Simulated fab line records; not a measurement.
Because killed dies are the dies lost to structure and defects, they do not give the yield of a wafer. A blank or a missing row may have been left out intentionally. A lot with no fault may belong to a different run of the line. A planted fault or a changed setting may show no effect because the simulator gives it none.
Matching of chambers | flow n5 finfet | 4 sister chambers for N5_BEOL_M4_ETCH_74 on rie diel-03
The step etches underlayer in N2/H2, target depth 6.5 nm, time 5.2 s. 16 wafers are shown with their chamber, then 8 later ones without.

## WAFERS WITH THEIR CHAMBER
wafer  | chamber | showerhead plenum p Torr (Torr) | drypump motor current A (A) | throttle valve pct (%)
L078.2 | 3       | 2.39                            | 6.0                         | 18.09
L078.4 | 1       | 2.64                            | 5.4                         | 17.62
L078.6 | 1       | 2.64                            | 5.5                         | 17.63
L077.2 | 2       | 2.41                            | 5.9                         | 17.82
L077.3 | 1       | 2.64                            | 5.5                         | 17.65
L077.6 | 2       | 2.41                            | 5.9                         | 17.82
L080.1 | 1       | 2.63                            | 5.5                         | 17.64
L080.5 | 0       | 2.50                            | 6.1                         | 17.98
L080.6 | 1       | 2.63                            | 5.5                         | 17.66
L081.2 | 1       | 2.63                            | 5.5                         | 17.67
L081.3 | 2       | 2.40                            | 5.9                         | 17.84
L081.5 | 1       | 2.63                            | 5.4                         | 17.67
L082.1 | 2       | 2.40                            | 5.9                         | 17.87
L082.5 | 0       | 2.50                            | 6.1                         | 18.02
L082.6 | 1       | 2.63                            | 5.4                         | 17.67
L088.3 | 0       | 2.50                            | 6.1                         | 17.99

SIGNATURES (means of the wafers above)
reading                  | chamber 0 | chamber 1 | chamber 2 | chamber 3 | scatter within a chamber
showerhead plenum p Torr | 2.5000    | 2.6338    | 2.4050    | 2.3900    | 0.00489
drypump motor current A  | 6.100     | 5.463     | 5.900     | 6.000     | 0.0395
throttle valve pct       | 17.9967   | 17.6513   | 17.8375   | 18.0900   | 0.0209
Rule: for a wafer and a chamber, the distance is found by dividing, reading by reading, the gap between the wafer's reading and the chamber's mean by the reading's scatter, squaring, summing and taking the root. The wafer belongs to the nearest chamber; if the next one is less than 2 further off, it can't be placed. The scatter: the root of (the sum of the squares of (reading less its chamber's mean) over the shown wafers, divided by (wafers less chambers)).

## WAFERS MISSING THEIR CHAMBER
wafer  | showerhead plenum p Torr (Torr) | drypump motor current A (A) | throttle valve pct (%)
L088.4 | 2.70                            | 6.0                         | 17.59
L088.5 | 2.70                            | 6.0                         | 17.61
L095.4 | 2.71                            | 5.9                         | 17.45
L095.5 | 2.71                            | 5.9                         | 17.43
L095.6 | 2.69                            | 6.0                         | 17.65
L096.1 | 2.61                            | 5.5                         | 17.73
L096.2 | 2.71                            | 5.9                         | 17.47
L096.6 | 2.49                            | 6.1                         | 18.06

## EACH ONE'S CHAMBER
wafer  | from the rows above | in truth
L088.4 | 1                   | 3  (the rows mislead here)
L088.5 | 1                   | 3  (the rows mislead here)
L095.4 | 1                   | 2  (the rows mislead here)
L095.5 | 1                   | 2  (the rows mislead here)
L095.6 | 1                   | 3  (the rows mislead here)
L096.1 | 1                   | 1
L096.2 | 1                   | 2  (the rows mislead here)
L096.6 | 0                   | 0
2 of 8 placed correctly. From these rows, 0 cannot be placed. Placed wrongly: 6.
